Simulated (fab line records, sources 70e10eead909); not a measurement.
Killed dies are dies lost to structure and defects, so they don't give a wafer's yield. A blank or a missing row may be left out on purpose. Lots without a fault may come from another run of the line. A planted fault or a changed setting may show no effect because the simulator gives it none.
A struck lot beside a sound one | flow nand_harc | 14 steps out of a route of 1302
Sound: wafers L572.2, L572.4, L572.5. Struck: wafer L565.4. (L565.3, L565.6 of the same lot were not struck and are left out.) The cause comes at the end.
At each step with rows: each side's tool, then ch and its chambers, then its first start. Under that, the readings that differ: sound wafers | struck wafers | difference of the means | sigmas: that difference in standard deviations of wafers without a fault.
alike: readings whose means differ by less than 2 such deviations, and words and numbers that are the same on both sides. not compared: withheld readings, readings that some wafer has no value for, bounds like >300 that may hide the same value, and numbers for which the record gives no deviation and whose values overlap.
The two part at a step that has a row with sigmas, a row that says differs or no value, or rows on one side only. Numbers that don't overlap but have no deviation are shown without sigmas and don't part them. A reading that every wafer of one side lacks parts them only if that side has two wafers or more.

first, 4 steps without rows for these wafers: NHARC_A_WL_FILL_STRIP_28 (strips in post etch residue remover, time 1200 s); NHARC_A_WL_FILL_PRECLEAN_06 (cleans in DIW, time 300 s); NHARC_A_WL_FILL_SRD_07; NHARC_A_WL_FILL_ANNEAL_08 (time 1800 s).
NHARC_A_WL_FILL_ALD_10: deposits SiO2, target thk 50 nm, pulse time 10 s, ald cycles 500.
  sound on ald_hk-02 ch 0,3, day 27 16:04; struck on ald_hk-03 ch 3, day 25 14:05
  reading                    | sound             | struck | difference | sigmas
  precursor_pulse_height_rel | 1.002 1.022 0.984 | 1.049  | +0.046     | +2
  alike: heater_power_w
NHARC_A_WL_FILL_ETCHBACK_16: etches the open film in C4F8/O2/Ar, target depth 120 nm, time 24 s.
  sound on rie_diel-05 ch 0,1; struck on rie_diel-09 ch 0
  reading               | sound             | struck | difference | sigmas
  oes_product_au (a.u.) | 0.916 0.915 0.919 | 1.006  | +0.089     | +3
  alike: rf_vpp_V, run_length_s
  not compared: rf_hours_counter_h
NHARC_A_WL_FILL_STRIP_29: strips in O2, time 20 s.
  sound on rie_diel-05 ch 0,2,3, day 27 20:50; struck on rie_diel-09 ch 2, day 25 17:18
  reading               | sound             | struck | difference | sigmas
  oes_product_au (a.u.) | 1.008 1.007 1.002 | 0.989  | -0.017     | -2
  alike: drypump_motor_current_A, rf_vpp_V, showerhead_plenum_p_Torr, throttle_valve_pct
  not compared: rf_hours_counter_h
NHARC_A_WL_FILL_ETCHBACK_17: etches the open film in Cl2/BCl3, target depth 4 nm, time 26.7 s.
  sound on rie_metal-02 ch 0, day 27 20:57; struck on rie_metal-02 ch 0, day 25 17:25
  alike: drypump_motor_current_A, oes_product_au, run_length_s
  not compared: rf_hours_counter_h
then, 3 steps without rows for these wafers: NHARC_A_WL_FILL_PRECLEAN_18 (cleans in dHF, time 30 s); NHARC_A_WL_FILL_SRD_21; NHARC_A_WL_FILL_CVD_23 (deposits poly-Si, target thk 40 nm, time 800 s).
NHARC_A_WL_FILL_ETCHBACK_26: etches the open film in HBr, target depth 52 nm, time 13.3 s.
  sound on rie_si-03 ch 0,3, day 28 02:12; struck on rie_si-05 ch 2, day 25 22:33
  reading          | sound          | struck | difference | sigmas
  run_length_s (s) | 34.4 35.0 35.0 | 31.4   | -3.4       | -8
  alike: drypump_motor_current_A, oes_product_au, throttle_valve_pct
  not compared: rf_hours_counter_h
then, 1 step without rows for these wafers: NHARC_A_WL_FILL_PRECLEAN_30 (cleans in dHF, time 10 s).
-- the record jumps here: 4 days lie between the struck wafers' starts before and after (it left off in module A_WL_FILL and takes up again in module END, whose first step shown is number 1302 of the route) --
NHARC_END_SORT_01:
  sound on prober-01 ch 0, day 31 08:34; struck on prober-02 ch 0, day 29 19:10
  reading         | sound | struck | difference | sigmas
  killed_at_other | 1 3 2 | 0      | -2         | -2
  alike: killed_at_array, killed_at_periphery, killed_dies, killed_open, killed_short

WHERE THEY PART
First at NHARC_A_WL_FILL_ALD_10; last, within this record, at NHARC_END_SORT_01.

WHY: what the simulator had put in
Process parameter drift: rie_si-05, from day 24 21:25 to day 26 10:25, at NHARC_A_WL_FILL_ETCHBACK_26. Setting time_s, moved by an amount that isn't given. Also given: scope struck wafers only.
